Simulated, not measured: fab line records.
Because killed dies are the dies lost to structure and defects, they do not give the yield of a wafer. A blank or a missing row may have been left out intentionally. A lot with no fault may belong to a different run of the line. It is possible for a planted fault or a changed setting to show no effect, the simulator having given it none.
Comparing a struck lot with a sound one	flow nand harc	14 out of 1302 route steps
Sound: these wafers, L949.1, L949.2, L949.4. Struck: wafer L958.2. (L958.3, L958.6 of the same lot were not struck and are left out.) The cause comes at the end.
At each step with rows: each side's tool, then ch and its chambers, then its first start. Under that, the readings that differ: sound wafers	struck wafers	difference of the means	sigmas: that difference in standard deviations of wafers without a fault.
alike: readings with means less than 2 such deviations apart, plus words and numbers identical on both sides. not compared: withheld readings, readings lacking a value on some wafer, bounds such as >300 that could conceal the same value, and numbers that have no deviation in the record and whose values overlap.
Wherever a step has rows on one side only, a row that says differs or no value, or a row with sigmas, the two part there. Non-overlapping numbers with no deviation appear without sigmas and do not part them. Lack of a reading on every wafer of one side parts them only where that side has two or more wafers.

first, 1 step without rows for these wafers: NHARC_A_ONON_D1_DEP_03 (target thk 1000 nm).
NHARC_A_ONON_D1_THK_MEAS_05: measures by ellipsometry.
  sound: film metro-02 at day 9 07:25; struck: film metro-01 at day 12 18:23
  alike: thk nm
following that, 1 step holds no rows for these wafers, namely NHARC_A_ONON_D1_DEP_06 (target thickness 1000 nm).
NHARC_A_ONON_D1_THK_MEAS_08: measures by ellipsometry.
  sound: film metro-01 at day 9 07:59; struck: film metro-02 at day 12 18:57
  alike: thk nm
following that, 1 step holds no rows for these wafers, namely NHARC_A_ONON_D1_DEP_09 (target thickness 1000 nm).
NHARC_A_ONON_D1_THK_MEAS_11: measures by ellipsometry.
  sound: film metro-01 at day 9 08:33; struck: film metro-01 at day 12 19:31
  alike: thk nm
following that, 1 step holds no rows for these wafers, namely NHARC_A_ONON_D1_DEP_12 (target thickness 1000 nm).
NHARC_A_ONON_D1_THK_MEAS_14: measures by ellipsometry.
  sound: film metro-01 at day 9 09:07; struck: film metro-02 at day 12 20:05
  alike: thk nm
then, 2 steps without rows for these wafers: NHARC_A_ONON_D1_ANNEAL_15 (time 3600 s); NHARC_A_ONON_D1_DEP_16 (target thk 1000 nm).
NHARC_A_ONON_D1_THK_MEAS_18: measures by ellipsometry.
  sound: film metro-01 at day 9 16:41; struck: film metro-02 at day 13 04:24
  alike: thk nm
NHARC_A_ONON_D1_DEP_19: target thk 1000 nm.
  sound on pecvd onon-01 ch 0, day 9 16:45; struck on pecvd onon-02 ch 0, day 13 04:31
NHARC_A_ONON_D1_THK_MEAS_21: measures by ellipsometry.
  sound: film metro-01 at day 9 17:16; struck: film metro-01 at day 13 04:58
reading	sound	struck	difference	sigmas
thk nm (nm)	998 996 998	1582	+585	+79
following that, 1 step holds no rows for these wafers, namely NHARC_A_ONON_D1_DEP_22 (target thickness 1000 nm).

== WHERE THEY PART ==
Within this record, at NHARC_A_ONON_D1_THK_MEAS_21 only.

WHY: the cause the simulator had injected
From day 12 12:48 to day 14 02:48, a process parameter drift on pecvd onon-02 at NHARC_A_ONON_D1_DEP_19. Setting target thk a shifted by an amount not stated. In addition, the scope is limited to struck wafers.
